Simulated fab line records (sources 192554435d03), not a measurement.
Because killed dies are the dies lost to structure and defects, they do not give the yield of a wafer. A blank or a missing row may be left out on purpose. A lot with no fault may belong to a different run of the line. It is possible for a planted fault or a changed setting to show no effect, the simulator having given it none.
Which tool is to blame?	flow n5_finfet	30 wafers sampled from 11 lots at 1 step of a route of 1938

== WHAT EACH GAUGE READ, for each wafer ==
N5_BEOL_M15_INSPECT_55: inspects for defects (darkfield).
lot	measured	on	raw_defect_count
L440	day 12 11:40	defect_inspect-02	111 77 104
L439	day 12 23:32	defect_inspect-02	60 71 77
L441	day 13 02:54	defect_inspect-01	41 36 74
L450	day 15 10:53	defect_inspect-02	92 44
L454	day 15 14:19	defect_inspect-02	108 79 117
L452	day 15 23:41	defect_inspect-02	85 88 71
L455	day 16 09:20	defect_inspect-02	81 45
L459	day 17 06:15	defect_inspect-01	53 37 61
L460	day 17 18:01	defect_inspect-02	141 61 84
L462	day 17 19:26	defect_inspect-02	71 68 55
L461	day 18 00:31	defect_inspect-02	55 34

== EACH LOT AND THE TOOL THAT RAN IT (in order: tool; ch and the chambers of the sampled wafers; start) ==
The record shows no process step preceding these readings.

== THE ANSWER, worked out from the rows above alone ==
Rule: the usual values come from the lots themselves. The widest of any qualifying gaps counts: lots, ordered by their means at a reading, are off when they make up no more than a third of the lots, leave a main group of 4 or more, and stand apart from it by 3 or more times the standard deviation of that group's means. If all means in a main group match to the digits the tables above print for the reading, that group is not used. Also off: a lot with no number at a reading for which 4 or more lots have one. Where the step has rows for the other lots, those lots are counted as sound.
No lot is off on any of the readings shown, so nothing can be concluded from this.

== WHAT WAS PUT IN BY THE SIMULATOR ==
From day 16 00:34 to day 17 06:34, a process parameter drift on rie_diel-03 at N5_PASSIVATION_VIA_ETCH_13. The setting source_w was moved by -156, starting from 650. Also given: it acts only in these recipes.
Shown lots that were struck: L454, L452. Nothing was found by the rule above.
